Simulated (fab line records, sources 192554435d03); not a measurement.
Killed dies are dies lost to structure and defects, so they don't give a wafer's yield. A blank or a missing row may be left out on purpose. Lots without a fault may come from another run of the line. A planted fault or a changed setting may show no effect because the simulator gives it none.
Which tool did it? | flow n5_finfet | 24 lots, 72 wafers sampled, at 6 steps of a route of 1938

WHAT THE GAUGES READ, wafer by wafer
N5_BEOL_M0_RS_MEAS_126: measures by four-point-probe. Usual: M0_RS 0.528 ohm/sq, standard deviation 0.018.
lot  | measured     | on            | M0_RS (ohm/sq)    | flag
L074 | day 6 00:22  | film_metro-02 | 0.547 0.520 0.519 |
L075 | day 6 07:59  | film_metro-01 | 0.517 0.548 0.505 |
L076 | day 6 22:18  | film_metro-01 | 0.533 0.518 0.508 |
L077 | day 6 22:35  | film_metro-01 | 0.568 0.559 0.536 |
L078 | day 7 00:51  | film_metro-02 | 0.514 0.518 0.522 |
L079 | day 7 06:38  | film_metro-02 | 0.529 0.554 0.558 |
L080 | day 7 20:05  | film_metro-02 | 0.543 0.512 0.518 |
L081 | day 7 20:38  | film_metro-02 | 0.536 0.542 0.548 |
L082 | day 8 10:29  | film_metro-01 | 0.522 0.544 0.501 |
L083 | day 8 11:25  | film_metro-02 | 0.556 0.518 0.486 |
L084 | day 8 13:59  | film_metro-01 | 0.519 0.546 0.501 |
L085 | day 8 17:18  | film_metro-01 | 0.519 0.520 0.512 |
L087 | day 9 11:01  | film_metro-02 | 0.535 0.518 0.544 |
L086 | day 9 11:17  | film_metro-02 | 0.539 0.516 0.495 |
L089 | day 9 20:43  | film_metro-02 | 0.525 0.528 0.542 |
L091 | day 10 02:55 | film_metro-01 | 0.518 0.499 0.485 |
L088 | day 10 03:03 | film_metro-01 | 0.549 0.530 0.538 |
L090 | day 10 07:35 | film_metro-01 | 0.532 0.535 0.512 |
L092 | day 10 17:16 | film_metro-02 | 0.518 0.516 0.506 |
L093 | day 11 02:59 | film_metro-02 | 0.563 0.493 0.511 |
L094 | day 11 10:47 | film_metro-01 | 0.548 0.511 0.547 |
L095 | day 11 11:01 | film_metro-02 | 0.526 0.523 0.530 |
L096 | day 11 17:14 | film_metro-01 | 0.516 0.523 0.531 |
L097 | day 12 00:52 | film_metro-01 | 0.511 0.562 0.543 |

N5_BEOL_M1_OCD_MEAS_38. Usual: trench_depth_nm 54.9 nm, standard deviation 0.88.
lot  | measured     | on     | trench_depth_nm (nm) | flag
L074 | day 6 04:11  | ocd-01 | 54.3 54.2 56.1       |
L075 | day 6 16:16  | ocd-01 | 54.1 54.4 55.9       |
L076 | day 7 10:31  | ocd-01 | 54.5 54.3 53.9       |
L077 | day 7 10:39  | ocd-01 | 54.9 56.1 56.2       |
L078 | day 7 13:34  | ocd-01 | 53.2 55.0 54.0       |
L079 | day 7 13:35  | ocd-02 | 54.9 54.6 54.4       |
L080 | day 7 22:42  | ocd-02 | 56.7 55.0 54.4       |
L081 | day 7 23:31  | ocd-01 | 54.7 53.9 53.3       |
L082 | day 8 20:16  | ocd-01 | 54.8 56.4 55.8       |
L083 | day 8 20:27  | ocd-02 | 55.5 55.4 55.8       |
L084 | day 8 20:49  | ocd-01 | 55.2 55.1 55.8       |
L085 | day 8 23:29  | ocd-01 | 54.3 54.8 54.2       |
L087 | day 9 20:43  | ocd-02 | 54.2 55.5 55.0       |
L086 | day 9 20:37  | ocd-02 | 57.2 55.5 56.3       |
L089 | day 10 01:37 | ocd-01 | 54.7 55.4 56.1       |
L091 | day 10 16:46 | ocd-01 | 54.4 55.6 54.1       |
L088 | day 10 12:40 | ocd-01 | 55.6 56.2 54.9       |
L090 | day 10 21:35 | ocd-02 | 54.9 56.3 55.4       |
L092 | day 11 00:56 | ocd-01 | 53.7 54.2 54.0       |
L093 | day 11 08:50 | ocd-02 | 53.3 56.0 55.6       |
L094 | day 11 14:35 | ocd-01 | 54.7 54.7 54.2       |
L095 | day 11 18:44 | ocd-02 | 55.6 54.8 54.1       |
L096 | day 11 23:32 | ocd-02 | 55.4 54.1 54.6       |
L097 | day 12 07:38 | ocd-02 | 55.9 54.8 54.6       |

WHICH TOOL RAN EACH LOT (tool, then ch and the chambers of the sampled wafers, then the start)
lot  | N5_BEOL_M0_SPUTTER_141       | N5_BEOL_M0_DEP_125              | N5_BEOL_M1_STRIP_66                | N5_BEOL_M1_ETCH_41
L074 | pvd_sputter-03, day 5 20:11  | pecvd-02 ch 0,1,2, day 6 00:17  | rie_diel-02 ch 0,1,3, day 6 02:37  | rie_diel-05 ch 0,1,2, day 6 04:11 or earlier
L075 | pvd_sputter-03, day 6 03:40  | pecvd-03 ch 0,1,2, day 6 07:55  | rie_diel-05 ch 1,2,3, day 6 09:58  | rie_diel-05 ch 0,1,2, day 6 16:16 or earlier
L076 | pvd_sputter-01, day 6 17:45  | pecvd-03 ch 0,2, day 6 22:14    | rie_diel-04 ch 0,2,3, day 6 23:14  | rie_diel-02 ch 1,2,3, day 7 10:31 or earlier
L077 | pvd_sputter-01, day 6 18:11  | pecvd-02 ch 0,2, day 6 22:31    | rie_diel-05 ch 2,3, day 6 23:31    | rie_diel-05 ch 1,2, day 7 10:39 or earlier
L078 | pvd_sputter-03, day 6 20:19  | pecvd-01 ch 0,2, day 7 00:47    | rie_diel-05 ch 0,2,3, day 7 02:59  | rie_diel-02 ch 0,1,2, day 7 13:34 or earlier
L079 | pvd_sputter-02, day 7 02:46  | pecvd-02 ch 0,1, day 7 06:34    | rie_diel-05 ch 0,2,3, day 7 08:25  | rie_diel-05 ch 0,2,3, day 7 13:35 or earlier
L080 | pvd_sputter-02, day 7 14:21  | pecvd-01 ch 0,1, day 7 20:01    | rie_diel-04 ch 1,2,3, day 7 21:14  | rie_diel-05 ch 1,2,3, day 7 22:42 or earlier
L081 | pvd_sputter-01, day 7 14:34  | pecvd-02 ch 0,1,2, day 7 20:34  | rie_diel-05 ch 0,1,3, day 7 21:34  | rie_diel-02 ch 1,2,3, day 7 23:31 or earlier
L082 | pvd_sputter-01, day 8 03:18  | pecvd-02 ch 1,2, day 8 10:25    | rie_diel-04 ch 0,1,2, day 8 11:48  | rie_diel-05 ch 1,2,3, day 8 20:16 or earlier
L083 | pvd_sputter-02, day 8 04:14  | pecvd-03 ch 0,2, day 8 11:21    | rie_diel-05 ch 0,1,3, day 8 12:43  | rie_diel-04 ch 0,1,2, day 8 20:27 or earlier
L084 | pvd_sputter-01, day 8 08:09  | pecvd-03 ch 0,2, day 8 13:55    | rie_diel-05 ch 2,3, day 8 17:33    | rie_diel-04 ch 0,3, day 8 20:49 or earlier
L085 | pvd_sputter-03, day 8 12:44  | pecvd-02 ch 0,1,2, day 8 17:14  | rie_diel-05 ch 0,3, day 8 19:16    | rie_diel-05 ch 0,2,3, day 8 23:29 or earlier
L087 | pvd_sputter-01, day 9 09:58  | pecvd-03 ch 1,2, day 9 10:57    | rie_diel-02 ch 2,3, day 9 14:40    | rie_diel-05 ch 0,1, day 9 20:43 or earlier
L086 | pvd_sputter-03, day 9 10:08  | pecvd-03 ch 0,1,2, day 9 11:13  | rie_diel-04 ch 0,2,3, day 9 14:42  | rie_diel-04 ch 0,1,2, day 9 20:37 or earlier
L089 | pvd_sputter-02, day 9 19:38  | pecvd-03 ch 0,1, day 9 20:38    | rie_diel-02 ch 0,2,3, day 9 22:08  | rie_diel-04 ch 2,3, day 10 01:37 or earlier
L091 | pvd_sputter-03, day 10 01:44 | pecvd-01 ch 0,1, day 10 02:51   | rie_diel-02 ch 0,2,3, day 10 05:47 | rie_diel-02 ch 0,2,3, day 10 16:46 or earlier
L088 | pvd_sputter-01, day 10 01:46 | pecvd-03 ch 1, day 10 02:58     | rie_diel-04 ch 0,2,3, day 10 05:52 | rie_diel-02 ch 0,1,3, day 10 12:40 or earlier
L090 | pvd_sputter-03, day 10 06:31 | pecvd-01 ch 0,1, day 10 07:31   | rie_diel-02 ch 0,1, day 10 08:53   | rie_diel-04 ch 1,2,3, day 10 21:35 or earlier
L092 | pvd_sputter-01, day 10 16:12 | pecvd-02 ch 0,2, day 10 17:12   | rie_diel-05 ch 0,1, day 10 18:20   | rie_diel-02 ch 2,3, day 11 00:56 or earlier
L093 | pvd_sputter-01, day 11 01:53 | pecvd-03 ch 0,2, day 11 02:55   | rie_diel-05 ch 1,2,3, day 11 06:25 | rie_diel-02 ch 0,1, day 11 08:50 or earlier
L094 | pvd_sputter-02, day 11 09:41 | pecvd-01 ch 0,2, day 11 10:43   | rie_diel-05 ch 0,3, day 11 12:32   | rie_diel-02 ch 1,3, day 11 14:35 or earlier
L095 | pvd_sputter-03, day 11 09:58 | pecvd-03 ch 1,2, day 11 10:57   | rie_diel-04 ch 0,1,2, day 11 12:46 | rie_diel-02 ch 0,1,3, day 11 18:44 or earlier
L096 | pvd_sputter-03, day 11 15:53 | pecvd-02 ch 1,2, day 11 17:10   | rie_diel-04 ch 1,2, day 11 19:20   | rie_diel-02 ch 0,2,3, day 11 23:32 or earlier
L097 | pvd_sputter-03, day 11 23:34 | pecvd-02 ch 0,1,2, day 12 00:49 | rie_diel-02 ch 0,1,2, day 12 03:38 | rie_diel-02 ch 0,1,2, day 12 07:38 or earlier
- N5_BEOL_M0_SPUTTER_141: material Cu, target thk 4 nm, time 7.37 s.
- N5_BEOL_M0_DEP_125: deposits SiCN from 3MS/NH3, target thk 8 nm, time 14 s.
- N5_BEOL_M1_STRIP_66: strips in CF4.
- N5_BEOL_M1_ETCH_41: etches SiCN in CH3F/O2, target depth 31.9 nm, time 57.8 s.

WHAT THE TOOLS THEMSELVES READ (means of the sampled wafers that have a number; where no wafer has one, the mark that the record gives instead)
N5_BEOL_M0_SPUTTER_141. Usual: chuck_sensor_temp_C -15.9 C, standard deviation 0.4; throttle_valve_pct 30.4 %, standard deviation 1.3.
lot  | tool           | chuck_sensor_temp_C (C) | throttle_valve_pct (%) | flag
L074 | pvd_sputter-03 | -15.9                   | 31.9                   |
L075 | pvd_sputter-03 | -15.9                   | 31.0                   |
L076 | pvd_sputter-01 | -15.8                   | 30.7                   |
L077 | pvd_sputter-01 | -15.8                   | 30.1                   |
L078 | pvd_sputter-03 | -15.8                   | 31.9                   |
L079 | pvd_sputter-02 | -15.8                   | 29.9                   |
L080 | pvd_sputter-02 | -15.7                   | 30.6                   |
L081 | pvd_sputter-01 | -15.5                   | 29.2                   |
L082 | pvd_sputter-01 | -15.9                   | 30.1                   |
L083 | pvd_sputter-02 | -15.7                   | 29.9                   |
L084 | pvd_sputter-01 | -15.9                   | 29.6                   |
L085 | pvd_sputter-03 | -16.0                   | 29.8                   |
L087 | pvd_sputter-01 | -15.9                   | 30.0                   |
L086 | pvd_sputter-03 | -16.1                   | 29.7                   |
L089 | pvd_sputter-02 | -15.8                   | 30.7                   |
L091 | pvd_sputter-03 | -15.9                   | 29.7                   |
L088 | pvd_sputter-01 | -16.2                   | 31.8                   |
L090 | pvd_sputter-03 | -16.2                   | 30.1                   |
L092 | pvd_sputter-01 | -16.2                   | 31.6                   |
L093 | pvd_sputter-01 | -15.6                   | 29.1                   |
L094 | pvd_sputter-02 | -15.6                   | 30.3                   |
L095 | pvd_sputter-03 | -16.1                   | 29.9                   |
L096 | pvd_sputter-03 | -16.3                   | 28.8                   |
L097 | pvd_sputter-03 | -15.9                   | 30.7                   |

N5_BEOL_M0_DEP_125. Usual: showerhead_plenum_p_Torr 3.663 Torr, standard deviation 0.012; throttle_valve_pct 9.1 %, standard deviation 0.61.
lot  | tool     | showerhead_plenum_p_Torr (Torr) | throttle_valve_pct (%) | flag
L074 | pecvd-02 | 3.663                           | 8.7                    |
L075 | pecvd-03 | 3.659                           | 8.9                    |
L076 | pecvd-03 | 3.672                           | 8.8                    |
L077 | pecvd-02 | 3.661                           | 8.8                    |
L078 | pecvd-01 | 3.673                           | 8.8                    |
L079 | pecvd-02 | 3.662                           | 8.7                    |
L080 | pecvd-01 | 3.648                           | 9.4                    |
L081 | pecvd-02 | 3.666                           | 8.9                    |
L082 | pecvd-02 | 3.668                           | 8.6                    |
L083 | pecvd-03 | 3.667                           | 8.8                    |
L084 | pecvd-03 | 3.666                           | 8.9                    |
L085 | pecvd-02 | 3.667                           | 8.7                    |
L087 | pecvd-03 | 3.668                           | 8.8                    |
L086 | pecvd-03 | 3.664                           | 8.9                    |
L089 | pecvd-03 | 3.656                           | 9.1                    |
L091 | pecvd-01 | 3.645                           | 10.2                   |
L088 | pecvd-03 | 3.655                           | 8.9                    |
L090 | pecvd-01 | 3.646                           | 10.2                   |
L092 | pecvd-02 | 3.672                           | 9.2                    |
L093 | pecvd-03 | 3.667                           | 9.2                    |
L094 | pecvd-01 | 3.681                           | 9.0                    |
L095 | pecvd-03 | 3.664                           | 8.7                    |
L096 | pecvd-02 | 3.664                           | 8.7                    |
L097 | pecvd-02 | 3.664                           | 9.1                    |

N5_BEOL_M1_STRIP_66. Usual: bias_power_w 74.98 W, standard deviation 0.23; drypump_motor_current_A 5.7 A, standard deviation 0.38; oes_product_au 0.82 a.u., standard deviation 0.084; rf_vpp_V 271.7 V, standard deviation 1.3; showerhead_plenum_p_Torr 1.82 Torr, standard deviation 0.045; throttle_valve_pct 13.50 %, standard deviation 0.21.
lot  | tool        | bias_power_w (W) | drypump_motor_current_A (A) | oes_product_au (a.u.) | rf_vpp_V (V) | showerhead_plenum_p_Torr (Torr) | throttle_valve_pct (%) | flag
L074 | rie_diel-02 | 75.02            | 5.2                         | 0.71                  | 270.9        | 1.80                            | 13.73                  |
L075 | rie_diel-05 | 75.07            | 5.6                         | 0.87                  | 271.0        | 1.80                            | 13.38                  |
L076 | rie_diel-04 | 75.11            | 6.0                         | 0.84                  | 271.7        | 1.82                            | 13.51                  |
L077 | rie_diel-05 | 74.90            | 5.5                         | 0.91                  | 271.6        | 1.81                            | 13.36                  |
L078 | rie_diel-05 | 75.04            | 5.8                         | 0.86                  | 270.1        | 1.81                            | 13.49                  |
L079 | rie_diel-05 | 75.01            | 5.8                         | 0.85                  | 271.4        | 1.81                            | 13.51                  |
L080 | rie_diel-04 | 75.08            | 5.8                         | 0.89                  | 271.2        | 1.81                            | 13.46                  |
L081 | rie_diel-05 | 74.74            | 5.8                         | 0.80                  | 270.8        | 1.80                            | 13.54                  |
L082 | rie_diel-04 | 75.27            | 5.9                         | 0.85                  | 272.1        | 1.79                            | 13.40                  |
L083 | rie_diel-05 | 74.83            | 5.8                         | 0.79                  | 272.6        | 1.80                            | 13.55                  |
L084 | rie_diel-05 | 75.33            | 5.6                         | 0.89                  | 270.8        | 1.78                            | 13.35                  |
L085 | rie_diel-05 | 74.71            | 6.0                         | 0.79                  | 272.9        | 1.82                            | 13.64                  |
L087 | rie_diel-02 | 74.61            | 5.5                         | 0.73                  | 271.6        | 1.82                            | 13.63                  |
L086 | rie_diel-04 | 74.89            | 6.0                         | 0.81                  | 271.4        | 1.82                            | 13.55                  |
L089 | rie_diel-02 | 75.01            | 5.4                         | 0.79                  | 272.0        | 1.85                            | 13.52                  |
L091 | rie_diel-02 | 74.86            | 5.4                         | 0.79                  | 271.6        | 1.85                            | 13.54                  |
L088 | rie_diel-04 | 74.83            | 6.0                         | 0.81                  | 271.4        | 1.82                            | 13.56                  |
L090 | rie_diel-02 | 74.83            | 5.2                         | 0.93                  | 272.2        | 1.88                            | 13.20                  |
L092 | rie_diel-05 | 75.00            | 5.8                         | 0.72                  | 272.0        | 1.81                            | 13.65                  |
L093 | rie_diel-05 | 75.18            | 5.6                         | 0.82                  | 271.6        | 1.79                            | 13.46                  |
L094 | rie_diel-05 | 74.97            | 5.8                         | 0.82                  | 270.4        | 1.79                            | 13.53                  |
L095 | rie_diel-04 | 74.97            | 5.9                         | 0.81                  | 271.3        | 1.78                            | 13.44                  |
L096 | rie_diel-04 | 75.11            | 6.0                         | 0.84                  | 271.6        | 1.80                            | 13.54                  |
L097 | rie_diel-02 | 75.02            | 5.2                         | 0.84                  | 272.1        | 1.85                            | 13.35                  |

N5_BEOL_M1_ETCH_41. Usual: drypump_motor_current_A 5.5 A, standard deviation 0.39; oes_product_au 0.81 a.u., standard deviation 0.093; rf_vpp_V 298.0 V, standard deviation 1.3; showerhead_plenum_p_Torr 2.03 Torr, standard deviation 0.052; throttle_valve_pct 16.25 %, standard deviation 0.23.
lot  | tool        | drypump_motor_current_A (A) | oes_product_au (a.u.) | rf_vpp_V (V) | showerhead_plenum_p_Torr (Torr) | throttle_valve_pct (%) | flag
L074 | rie_diel-05 | 5.8                         | 0.81                  | 297.6        | 2.05                            | 16.32                  |
L075 | rie_diel-05 | 5.8                         | 0.81                  | 298.5        | 2.04                            | 16.32                  |
L076 | rie_diel-02 | 5.2                         | 0.71                  | 299.1        | 2.04                            | 16.35                  |
L077 | rie_diel-05 | 5.6                         | 0.81                  | 298.5        | 2.02                            | 16.23                  |
L078 | rie_diel-02 | 5.3                         | 0.71                  | 296.4        | 1.97                            | 16.27                  |
L079 | rie_diel-05 | 5.8                         | 0.87                  | 297.8        | 2.03                            | 16.30                  |
L080 | rie_diel-05 | 5.6                         | 0.86                  | 297.0        | 2.01                            | 16.20                  |
L081 | rie_diel-02 | 5.2                         | 0.71                  | 298.7        | 2.04                            | 16.36                  |
L082 | rie_diel-05 | 5.5                         | 0.85                  | 298.0        | 2.01                            | 16.21                  |
L083 | rie_diel-04 | 5.9                         | 0.87                  | 297.5        | 2.00                            | 16.19                  |
L084 | rie_diel-04 | 5.8                         | 0.80                  | 298.2        | 2.02                            | 16.27                  |
L085 | rie_diel-05 | 5.8                         | 0.84                  | 297.4        | 2.03                            | 16.32                  |
L087 | rie_diel-05 | 6.0                         | 0.74                  | 298.1        | 2.06                            | 16.53                  |
L086 | rie_diel-04 | 5.9                         | 0.85                  | 297.4        | 2.00                            | 16.20                  |
L089 | rie_diel-04 | 5.9                         | 0.86                  | 297.9        | 2.04                            | 16.38                  |
L091 | rie_diel-02 | 5.4                         | 0.79                  | 297.5        | 2.06                            | 16.20                  |
L088 | rie_diel-02 | 5.1                         | 0.87                  | 299.6        | 2.08                            | 16.15                  |
L090 | rie_diel-04 | 5.8                         | 0.87                  | 298.0        | 2.00                            | 16.27                  |
L092 | rie_diel-02 | 5.3                         | 0.71                  | 298.3        | 2.05                            | 16.43                  |
L093 | rie_diel-02 | 5.2                         | 0.93                  | 299.4        | 2.09                            | 15.92                  |
L094 | rie_diel-02 | 5.1                         | 0.78                  | 298.5        | 2.07                            | 16.39                  |
L095 | rie_diel-02 | 5.2                         | 0.84                  | 297.7        | 2.08                            | 16.15                  |
L096 | rie_diel-02 | 5.4                         | 0.77                  | 298.7        | 2.06                            | 16.22                  |
L097 | rie_diel-02 | 5.3                         | 0.84                  | 299.0        | 2.05                            | 16.02                  |

THE ANSWER, worked out from the rows above alone
Rule: a lot is off if the mean of its wafers that have a number lies more than 3 standard deviations from the usual mean. A lot without any number at a reading at which 4 lots or more have one is off too. The other lots that the step has rows for count as sound. The gauges are gone through in route order, then the tools' own readings, and for those a lot's mean is taken as printed above. The first step at which some lot is off is used, and at that step the reading that is off furthest; a lot without a number counts as furthest.
No lot is off at any reading shown: from this, nothing can be told.

WHAT THE SIMULATOR HAD PUT IN
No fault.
